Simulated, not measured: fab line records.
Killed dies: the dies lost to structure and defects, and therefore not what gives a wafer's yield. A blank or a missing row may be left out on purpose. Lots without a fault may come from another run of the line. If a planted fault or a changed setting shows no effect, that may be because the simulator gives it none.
Check for tools in common / flow nandHarc / Lots sampled 3, wafers sampled 9

WHY THIS WAS OPENED
Flagged at NHARC_END_SORT_01: reading killedAtArray, on 3 of 3 lots. Fault-free wafers read 55, with a standard deviation of 19.
Rule: a lot is flagged when every wafer of it that has a number lies more than 4 standard deviations from that mean, or none has a number. All remaining lots are regarded as sound.

lot=L376; measured=day 30 20:07; on=prober-02; killedAtArray, wafer by wafer=673 675 673; flag=FLAGGED
lot=L377; measured=day 31 15:01; on=prober-02; killedAtArray, wafer by wafer=671 675 674; flag=FLAGGED
lot=L378; measured=day 31 15:01; on=prober-01; killedAtArray, wafer by wafer=677 674 676; flag=FLAGGED
The numbers of the flagged lots are 674 on average: +619 against the usual, or +33 standard deviations.

LOT BY LOT: THE TOOL USED
Before the reading, the record contains 4 process steps out of a 1302-step route. In each cell: the tool, then ch and the chambers that the sampled wafers went through, then the start.
lot=L376; flag=FLAGGED; NHARC_A_STAIRCASE_ETCH_169=rieDiel-03 ch 0,1,2, day 22 02:33; NHARC_A_STAIRCASE_TRIM_20=rieDiel-11 ch 0,1,2, day 22 05:32; NHARC_A_STAIRCASE_TRIM_193=rieDiel-11 ch 0,1,2, day 22 08:53; NHARC_A_STAIRCASE_TRIM_196=rieDiel-11 ch 0,1,2, day 22 09:13
lot=L377; flag=FLAGGED; NHARC_A_STAIRCASE_ETCH_169=rieDiel-11 ch 1,2,3, day 22 18:41; NHARC_A_STAIRCASE_TRIM_20=rieDiel-03 ch 0,2,3, day 22 21:25; NHARC_A_STAIRCASE_TRIM_193=rieDiel-04 ch 0,1,2, day 23 00:47; NHARC_A_STAIRCASE_TRIM_196=rieDiel-03 ch 0,1,2, day 23 01:06
lot=L378; flag=FLAGGED; NHARC_A_STAIRCASE_ETCH_169=rieDiel-11 ch 1,3, day 22 18:52; NHARC_A_STAIRCASE_TRIM_20=rieDiel-11 ch 0,3, day 22 21:50; NHARC_A_STAIRCASE_TRIM_193=rieDiel-11 ch 2,3, day 23 01:12; NHARC_A_STAIRCASE_TRIM_196=rieDiel-04 ch 2,3, day 23 01:32
These steps, and what they do:
- NHARC_A_STAIRCASE_ETCH_169: etches the open film in CH3F/O2, target depth 50 nm, time 107.1 s.
- NHARC_A_STAIRCASE_TRIM_20: chemistry O2, time 211.2 s.
- NHARC_A_STAIRCASE_TRIM_193: chemistry O2, time 211.2 s.
- NHARC_A_STAIRCASE_TRIM_196: chemistry O2, time 211.2 s.
- NHARC_END_SORT_01

FLAGGED AGAINST TOTAL, ONE TOOL AT A TIME (gauges that did the reading follow at the end)
step=NHARC_A_STAIRCASE_ETCH_169; tool=rieDiel-03; lots run=1; flagged=1; share of the flagged lots=some; sound lots run after its first flagged lot=0
step=NHARC_A_STAIRCASE_ETCH_169; tool=rieDiel-11; lots run=2; flagged=2; share of the flagged lots=some; sound lots run after its first flagged lot=0
step=NHARC_A_STAIRCASE_TRIM_20; tool=rieDiel-03; lots run=1; flagged=1; share of the flagged lots=some; sound lots run after its first flagged lot=0
step=NHARC_A_STAIRCASE_TRIM_20; tool=rieDiel-11; lots run=2; flagged=2; share of the flagged lots=some; sound lots run after its first flagged lot=0
step=NHARC_A_STAIRCASE_TRIM_193; tool=rieDiel-04; lots run=1; flagged=1; share of the flagged lots=some; sound lots run after its first flagged lot=0
step=NHARC_A_STAIRCASE_TRIM_193; tool=rieDiel-11; lots run=2; flagged=2; share of the flagged lots=some; sound lots run after its first flagged lot=0
step=NHARC_A_STAIRCASE_TRIM_196; tool=rieDiel-03; lots run=1; flagged=1; share of the flagged lots=some; sound lots run after its first flagged lot=0
step=NHARC_A_STAIRCASE_TRIM_196; tool=rieDiel-04; lots run=1; flagged=1; share of the flagged lots=some; sound lots run after its first flagged lot=0
step=NHARC_A_STAIRCASE_TRIM_196; tool=rieDiel-11; lots run=1; flagged=1; share of the flagged lots=some; sound lots run after its first flagged lot=0
step=NHARC_END_SORT_01; tool=prober-01; lots run=1; flagged=1; share of the flagged lots=some; sound lots run after its first flagged lot=0
step=NHARC_END_SORT_01; tool=prober-02; lots run=2; flagged=2; share of the flagged lots=some; sound lots run after its first flagged lot=0

THE TABLE: WHAT IT ALLOWS
No row of the table ran every flagged lot.

WHAT THE SIMULATOR PUT IN
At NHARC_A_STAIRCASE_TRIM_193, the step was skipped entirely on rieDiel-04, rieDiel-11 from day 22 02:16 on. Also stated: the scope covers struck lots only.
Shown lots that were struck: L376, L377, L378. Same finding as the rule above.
